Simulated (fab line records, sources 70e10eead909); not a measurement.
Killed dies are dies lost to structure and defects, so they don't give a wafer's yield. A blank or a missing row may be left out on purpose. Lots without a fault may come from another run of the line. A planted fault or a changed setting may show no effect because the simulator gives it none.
Which tool did it? | flow nand_harc | 24 lots, 72 wafers sampled, at 5 steps of a route of 1302

WHAT THE GAUGES READ, wafer by wafer
NHARC_P_BONDPAD_CD_MEAS_13. Usual: cd_nm 498.3 nm, standard deviation 2.8.
lot  | measured     | on        | cd_nm (nm)        | flag
L074 | day 6 15:35  | cd_sem-03 | 500.6 501.4 500.3 |
L075 | day 7 04:56  | cd_sem-01 | 497.0 498.5 495.0 |
L076 | day 7 08:47  | cd_sem-01 | 495.4 498.4 497.0 |
L077 | day 7 20:09  | cd_sem-01 | 498.2 498.0 500.4 |
L078 | day 8 11:41  | cd_sem-01 | 501.4 501.9 499.3 |
L079 | day 8 14:37  | cd_sem-01 | 495.7 494.8 497.9 |
L080 | day 9 10:25  | cd_sem-01 | 497.1 497.7 494.5 |
L081 | day 9 10:35  | cd_sem-03 | 502.3 501.5 501.4 |
L082 | day 10 05:05 | cd_sem-01 | 502.3 497.6 497.2 |
L083 | day 10 12:42 | cd_sem-03 | 495.0 497.8 494.9 |
L084 | day 11 01:38 | cd_sem-02 | 498.9 501.4 497.3 |
L085 | day 11 07:35 | cd_sem-03 | 497.4 496.6 496.3 |
L086 | day 11 08:04 | cd_sem-03 | 495.9 495.3 493.1 |
L087 | day 11 22:54 | cd_sem-03 | 503.8 502.3 504.7 |
L089 | day 12 23:53 | cd_sem-03 | 496.4 495.6 499.4 |
L088 | day 13 00:49 | cd_sem-01 | 500.2 499.6 500.3 |
L090 | day 13 14:08 | cd_sem-02 | 504.1 499.3 503.9 |
L091 | day 14 01:45 | cd_sem-03 | 497.7 494.1 498.8 |
L092 | day 14 02:36 | cd_sem-01 | 495.9 499.0 500.8 |
L093 | day 14 13:13 | cd_sem-02 | 500.0 502.2 501.3 |
L094 | day 14 18:23 | cd_sem-03 | 498.2 499.0 500.4 |
L095 | day 15 06:59 | cd_sem-01 | 497.2 495.8 494.4 |
L096 | day 15 22:14 | cd_sem-01 | 498.4 494.4 495.3 |
L097 | day 16 00:53 | cd_sem-03 | 494.2 494.8 495.9 |

NHARC_A_ONON_D1_THK_MEAS_18: measures by ellipsometry. Usual: thk_nm 998 nm, standard deviation 8.3.
lot  | measured     | on            | thk_nm (nm)    | flag
L074 | day 8 06:46  | film_metro-01 | 1007 1009 1008 |
L075 | day 8 16:40  | film_metro-01 | 1010 1010 1010 |
L076 | day 9 00:43  | film_metro-02 | 992 991 990    |
L077 | day 9 09:20  | film_metro-01 | 1002 1003 1002 |
L078 | day 10 01:54 | film_metro-01 | 998 997 997    |
L079 | day 10 01:54 | film_metro-02 | 997 996 996    |
L080 | day 10 22:53 | film_metro-01 | 1010 1010 1011 |
L081 | day 10 22:53 | film_metro-01 | 989 987 988    |
L082 | day 11 19:19 | film_metro-01 | 991 989 991    |
L083 | day 12 03:17 | film_metro-01 | 1003 1002 1003 |
L084 | day 12 15:57 | film_metro-01 | 1003 1005 1004 |
L085 | day 12 20:21 | film_metro-01 | 997 998 997    |
L086 | day 12 20:22 | film_metro-02 | 1003 1004 1004 |
L087 | day 13 10:38 | film_metro-02 | 978 979 979    |
L089 | day 14 15:28 | film_metro-02 | 1001 1003 1000 |
L088 | day 14 15:29 | film_metro-01 | 1004 1006 1005 |
L090 | day 15 08:18 | film_metro-02 | 1006 1008 1008 |
L091 | day 15 16:51 | film_metro-01 | 999 999 999    |
L092 | day 15 16:50 | film_metro-02 | 1001 1002 1002 |
L093 | day 16 00:44 | film_metro-01 | 993 990 990    |
L094 | day 16 09:36 | film_metro-01 | 989 992 991    |
L095 | day 16 18:34 | film_metro-01 | 993 993 993    |
L096 | day 17 13:04 | film_metro-02 | 983 984 984    |
L097 | day 17 13:04 | film_metro-02 | 994 993 993    |

NHARC_A_CHANNEL_FILL_D1_INSPECT_13. Usual: raw_defect_count 324, standard deviation 140.
lot  | measured     | on                | raw_defect_count | flag
L074 | day 11 01:11 | defect_inspect-01 | 157 310 311      |
L075 | day 11 08:38 | defect_inspect-02 | 308 277 752      |
L076 | day 11 18:23 | defect_inspect-01 | 293 188 233      |
L077 | day 11 22:01 | defect_inspect-02 | 461 366 271      |
L078 | day 12 16:04 | defect_inspect-01 | 162 255 287      |
L079 | day 12 16:04 | defect_inspect-02 | 338 633 836      |
L080 | day 13 15:25 | defect_inspect-01 | 323 420 266      |
L081 | day 13 15:26 | defect_inspect-02 | 478 642 1059     |
L082 | day 14 09:35 | defect_inspect-01 | 413 341 279      |
L083 | day 15 01:43 | defect_inspect-02 | 231 343 214      |
L084 | day 15 05:50 | defect_inspect-01 | 243 294 325      |
L085 | day 15 16:08 | defect_inspect-01 | 315 198 218      |
L086 | day 15 16:08 | defect_inspect-02 | 194 275 399      |
L087 | day 16 02:59 | defect_inspect-02 | 283 284 278      |
L089 | day 17 10:27 | defect_inspect-02 | 352 322 352      |
L088 | day 17 10:28 | defect_inspect-01 | 728 326 762      |
L090 | day 17 22:32 | defect_inspect-02 | 208 275 169      |
L091 | day 18 06:14 | defect_inspect-01 | 308 213 254      |
L092 | day 18 06:13 | defect_inspect-02 | 196 173 256      |
L093 | day 18 14:46 | defect_inspect-02 | 285 265 272      |
L094 | day 19 11:19 | defect_inspect-01 | 294 184 370      |
L095 | day 20 01:31 | defect_inspect-01 | 265 456 340      |
L096 | day 20 10:47 | defect_inspect-02 | 126 182 226      |
L097 | day 20 01:31 | defect_inspect-02 | 160 172 257      |

WHICH TOOL RAN EACH LOT (tool, then ch and the chambers of the sampled wafers, then the start)
lot  | NHARC_P_BONDPAD_ETCH_24                       | NHARC_P_BONDPAD_PVD_27
L074 | rie_diel-08 ch 1,2, day 8 06:46 or earlier    | pvd_sputter-03, day 8 06:46 or earlier
L075 | rie_diel-08 ch 0,3, day 8 16:40 or earlier    | pvd_sputter-03, day 8 16:40 or earlier
L076 | rie_diel-12 ch 0,2, day 9 00:43 or earlier    | pvd_sputter-02, day 9 00:43 or earlier
L077 | rie_diel-13 ch 0,1,2, day 9 09:20 or earlier  | pvd_sputter-02, day 9 09:20 or earlier
L078 | rie_diel-13 ch 0,3, day 10 01:54 or earlier   | pvd_sputter-03, day 10 01:54 or earlier
L079 | rie_diel-08 ch 0,1,2, day 10 01:54 or earlier | pvd_sputter-03, day 10 01:54 or earlier
L080 | rie_diel-13 ch 0,1, day 10 22:53 or earlier   | pvd_sputter-01, day 10 22:53 or earlier
L081 | rie_diel-12 ch 1,2, day 10 22:53 or earlier   | pvd_sputter-03, day 10 22:53 or earlier
L082 | rie_diel-13 ch 0,1,2, day 11 19:19 or earlier | pvd_sputter-02, day 11 19:19 or earlier
L083 | rie_diel-08 ch 0,2,3, day 10 12:58            | pvd_sputter-02, day 12 03:17 or earlier
L084 | rie_diel-13 ch 1,2,3, day 12 15:57 or earlier | pvd_sputter-03, day 12 15:57 or earlier
L085 | rie_diel-08 ch 1,2,3, day 12 20:21 or earlier | pvd_sputter-03, day 12 20:21 or earlier
L086 | rie_diel-12 ch 0,1,3, day 12 20:22 or earlier | pvd_sputter-02, day 12 20:22 or earlier
L087 | rie_diel-12 ch 0,2,3, day 13 10:38 or earlier | pvd_sputter-02, day 13 10:38 or earlier
L089 | rie_diel-08 ch 0,1,3, day 14 15:28 or earlier | pvd_sputter-01, day 14 15:28 or earlier
L088 | rie_diel-08 ch 0,1, day 14 15:29 or earlier   | pvd_sputter-03, day 14 15:29 or earlier
L090 | rie_diel-12 ch 0,2, day 15 08:18 or earlier   | pvd_sputter-02, day 15 08:18 or earlier
L091 | rie_diel-08 ch 0,1,3, day 15 16:51 or earlier | pvd_sputter-01, day 15 16:51 or earlier
L092 | rie_diel-13 ch 0,1,3, day 15 16:50 or earlier | pvd_sputter-01, day 15 16:50 or earlier
L093 | rie_diel-08 ch 1,2,3, day 16 00:44 or earlier | pvd_sputter-01, day 16 00:44 or earlier
L094 | rie_diel-08 ch 0,3, day 16 09:36 or earlier   | pvd_sputter-01, day 16 09:36 or earlier
L095 | rie_diel-08 ch 1,2, day 15 07:14              | pvd_sputter-01, day 16 18:34 or earlier
L096 | rie_diel-12 ch 0,1,2, day 17 13:04 or earlier | pvd_sputter-02, day 17 13:04 or earlier
L097 | rie_diel-08 ch 1,2, day 17 13:04 or earlier   | pvd_sputter-02, day 17 13:04 or earlier
- NHARC_P_BONDPAD_ETCH_24: etches the open film in CF4/N2, target depth 30 nm, time 72.99 s.
- NHARC_P_BONDPAD_PVD_27: deposits Cu, target thk 30 nm, time 20.49 s.

WHAT THE TOOLS THEMSELVES READ (means of the sampled wafers that have a number; where no wafer has one, the mark that the record gives instead)
NHARC_P_BONDPAD_ETCH_24. Usual: drypump_motor_current_A 5.6 A, standard deviation 0.45; mfc_ar_sccm 150.0 sccm, standard deviation 0.47; oes_product_au 1.000 a.u., standard deviation 0.011; rf_vpp_V 314.2 V, standard deviation 2; showerhead_plenum_p_Torr 2.63 Torr, standard deviation 0.12; throttle_valve_pct 19.795 %, standard deviation 0.0088.
lot  | tool        | drypump_motor_current_A (A) | mfc_ar_sccm (sccm) | oes_product_au (a.u.) | rf_vpp_V (V) | showerhead_plenum_p_Torr (Torr) | throttle_valve_pct (%) | flag
L074 | rie_diel-08 | 5.1                         | 149.5              | 0.995                 | 313.4        | 2.61                            | 19.796                 |
L075 | rie_diel-08 | 5.6                         | 149.6              | 0.990                 | 316.2        | 2.72                            | 19.799                 |
L076 | rie_diel-12 | 5.9                         | 150.0              | 0.996                 | 313.8        | 2.68                            | 19.795                 |
L077 | rie_diel-13 | 5.8                         | 149.9              | 1.007                 | 313.4        | 2.57                            | 19.790                 |
L078 | rie_diel-13 | 6.1                         | 149.6              | 0.997                 | 314.8        | 2.64                            | 19.800                 |
L079 | rie_diel-08 | 5.3                         | 149.9              | 1.002                 | 313.0        | 2.57                            | 19.794                 |
L080 | rie_diel-13 | 6.2                         | 149.7              | 1.004                 | 312.8        | 2.56                            | 19.793                 |
L081 | rie_diel-12 | 5.9                         | 150.1              | 0.993                 | 312.6        | 2.54                            | 19.800                 |
L082 | rie_diel-13 | 5.8                         | 150.1              | 0.998                 | 313.0        | 2.57                            | 19.803                 |
L083 | rie_diel-08 | 5.4                         | 149.9              | 1.004                 | 314.9        | 2.66                            | 19.798                 |
L084 | rie_diel-13 | 5.6                         | 150.1              | 0.982                 | 314.5        | 2.64                            | 19.791                 |
L085 | rie_diel-08 | 5.2                         | 150.3              | 0.995                 | 315.6        | 2.67                            | 19.787                 |
L086 | rie_diel-12 | 6.1                         | 150.2              | 1.003                 | 315.1        | 2.75                            | 19.799                 |
L087 | rie_diel-12 | 6.1                         | 150.3              | 1.000                 | 314.6        | 2.67                            | 19.783                 |
L089 | rie_diel-08 | 5.4                         | 150.2              | 1.014                 | 314.0        | 2.62                            | 19.794                 |
L088 | rie_diel-08 | 5.5                         | 149.8              | 1.007                 | 311.5        | 2.53                            | 19.803                 |
L090 | rie_diel-12 | 5.9                         | 149.8              | 1.009                 | 313.5        | 2.57                            | 19.795                 |
L091 | rie_diel-08 | 5.4                         | 149.9              | 1.013                 | 314.3        | 2.62                            | 19.792                 |
L092 | rie_diel-13 | 6.0                         | 149.7              | 0.990                 | 313.9        | 2.64                            | 19.790                 |
L093 | rie_diel-08 | 5.2                         | 150.2              | 1.005                 | 315.2        | 2.67                            | 19.796                 |
L094 | rie_diel-08 | 5.6                         | 149.7              | 1.006                 | 314.4        | 2.62                            | 19.797                 |
L095 | rie_diel-08 | 5.1                         | 150.2              | 0.997                 | 313.1        | 2.57                            | 19.795                 |
L096 | rie_diel-12 | 5.9                         | 149.9              | 1.004                 | 314.0        | 2.64                            | 19.800                 |
L097 | rie_diel-08 | 5.1                         | 149.9              | 1.002                 | 314.7        | 2.60                            | 19.794                 |

NHARC_P_BONDPAD_PVD_27. Usual: throttle_valve_pct 30.5 %, standard deviation 1.1.
lot  | tool           | throttle_valve_pct (%) | flag
L074 | pvd_sputter-03 | 28.6                   |
L075 | pvd_sputter-03 | 30.6                   |
L076 | pvd_sputter-02 | 30.6                   |
L077 | pvd_sputter-02 | 30.1                   |
L078 | pvd_sputter-03 | 30.1                   |
L079 | pvd_sputter-03 | 29.5                   |
L080 | pvd_sputter-01 | 31.6                   |
L081 | pvd_sputter-03 | 29.9                   |
L082 | pvd_sputter-02 | 30.1                   |
L083 | pvd_sputter-02 | 30.3                   |
L084 | pvd_sputter-03 | 29.8                   |
L085 | pvd_sputter-03 | 30.0                   |
L086 | pvd_sputter-02 | 30.5                   |
L087 | pvd_sputter-02 | 30.0                   |
L089 | pvd_sputter-01 | 31.5                   |
L088 | pvd_sputter-03 | 30.1                   |
L090 | pvd_sputter-02 | 30.7                   |
L091 | pvd_sputter-01 | 31.7                   |
L092 | pvd_sputter-01 | 31.4                   |
L093 | pvd_sputter-01 | 31.0                   |
L094 | pvd_sputter-01 | 30.7                   |
L095 | pvd_sputter-01 | 31.5                   |
L096 | pvd_sputter-02 | 30.2                   |
L097 | pvd_sputter-02 | 30.1                   |

THE ANSWER, worked out from the rows above alone
Rule: a lot is off if the mean of its wafers that have a number lies more than 3 standard deviations from the usual mean. A lot without any number at a reading at which 4 lots or more have one is off too. The other lots that the step has rows for count as sound. The gauges are gone through in route order, then the tools' own readings, and for those a lot's mean is taken as printed above. The first step at which some lot is off is used, and at that step the reading that is off furthest; a lot without a number counts as furthest.
No lot is off at any reading shown: from this, nothing can be told.

WHAT THE SIMULATOR HAD PUT IN
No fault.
